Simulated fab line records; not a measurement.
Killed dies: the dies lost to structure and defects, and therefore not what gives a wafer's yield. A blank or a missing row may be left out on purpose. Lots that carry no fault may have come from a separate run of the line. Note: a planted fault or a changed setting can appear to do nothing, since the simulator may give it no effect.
Struck lot and sound lot, side by side -- flow nand_harc -- 15 steps out of a route of 1302
Sound: the wafers L865.2, L865.3, L865.6. Struck: wafer L879.3. (L879.4, L879.6 of the same lot were not struck and are left out.) The cause comes at the end.
At each step with rows: each side's tool, then ch and its chambers, then its first start. Under that, the readings that differ: sound wafers -- struck wafers -- difference of the means -- sigmas: that difference in standard deviations of wafers without a fault.
alike: readings whose means differ by less than 2 such deviations, and words and numbers that are the same on both sides. not compared: withheld readings, readings that some wafer has no value for, bounds like >300 that may hide the same value, and numbers for which the record gives no deviation and whose values overlap.
The two part at a step that has a row with sigmas, a row that says differs or no value, or rows on one side only. Numbers that don't overlap but have no deviation are shown without sigmas and don't part them. A reading that every wafer of one side lacks parts them only if that side has two wafers or more.

first, 7 steps without rows for these wafers: NHARC_P_ZERO_WELL_COAT_64 (time 65 s); NHARC_P_ZERO_WELL_COAT_05 (resist thk 600 nm); NHARC_P_ZERO_WELL_SOFTBAKE_06 (time 70 s); NHARC_P_ZERO_WELL_EBR_07; NHARC_P_ZERO_WELL_EXPOSE_08 (exposes mask P ZERO, target cd 500 nm); NHARC_P_ZERO_WELL_PEB_09 (peb time 80 s); NHARC_P_ZERO_WELL_DEVELOP_10 (time 50 s).
NHARC_P_ZERO_WELL_CD_MEAS_11: the cd target is 500 nm.
  sound on cd_sem-02 ch 0, day 3 23:08; struck on cd_sem-03 ch 0, day 9 19:07
  alike: cd_nm
then, 1 step without rows for these wafers: NHARC_P_ZERO_WELL_HARDBAKE_12 (time 65 s).
NHARC_P_ZERO_WELL_DESCUM_13: chemistry O2, time 3 s.
  sound on rie_diel-02 ch 0,1,2, day 3 23:17; struck on rie_diel-02 ch 0, day 9 19:17
  alike: drypump_motor_current_A, oes_product_au, rf_vpp_V, showerhead_plenum_p_Torr, throttle_valve_pct
  not compared: rf_hours_counter_h
NHARC_P_ZERO_WELL_ETCH_65: etches the open film in N2/H2, target depth 80 nm, overetch 24 nm, time 87.88 s.
  sound on rie_diel-02 ch 0,1,2, day 3 23:22; struck on rie_diel-02 ch 1, day 9 19:22
  alike: drypump_motor_current_A, oes_product_au, rf_vpp_V, showerhead_plenum_p_Torr, throttle_valve_pct
  not compared: rf_hours_counter_h
NHARC_P_ZERO_WELL_ETCH_62: etches the open film in CHF3/Ar, target depth 13 nm, time 6.5 s.
  sound: rie_diel-02 ch 1,2; struck: rie_diel-02 ch 2
reading,sound,struck,difference,sigmas
oes_product_au (a.u.),0.938 0.945 0.939,0.985,+0.044,+2
  alike: drypump_motor_current_A, rf_vpp_V, showerhead_plenum_p_Torr, throttle_valve_pct
  not compared: rf_hours_counter_h
NHARC_P_ZERO_WELL_ETCH_63: etches the open film in HBr/Cl2, target depth 120 nm, time 40.1 s.
  sound on rie_si-03 ch 0,1, day 3 23:32; struck on rie_si-04 ch 3, day 9 19:32
reading,sound,struck,difference,sigmas
oes_product_au (a.u.),0.994 1.009 1.012,0.864,-0.141,-15
  alike: drypump_motor_current_A, throttle_valve_pct
  not compared: rf_hours_counter_h
then, 1 step without rows for these wafers: NHARC_P_ZERO_WELL_STRIP_15 (strips in SPM, time 900 s).
NHARC_END_SORT_01:
  the record has rows for the sound wafers here (prober-02 ch 0, day 25 22:31) and none for the struck ones

== WHERE THEY PART ==
Last at NHARC_END_SORT_01 as far as this record goes, first at NHARC_P_ZERO_WELL_ETCH_62.

WHY: the cause the simulator had injected
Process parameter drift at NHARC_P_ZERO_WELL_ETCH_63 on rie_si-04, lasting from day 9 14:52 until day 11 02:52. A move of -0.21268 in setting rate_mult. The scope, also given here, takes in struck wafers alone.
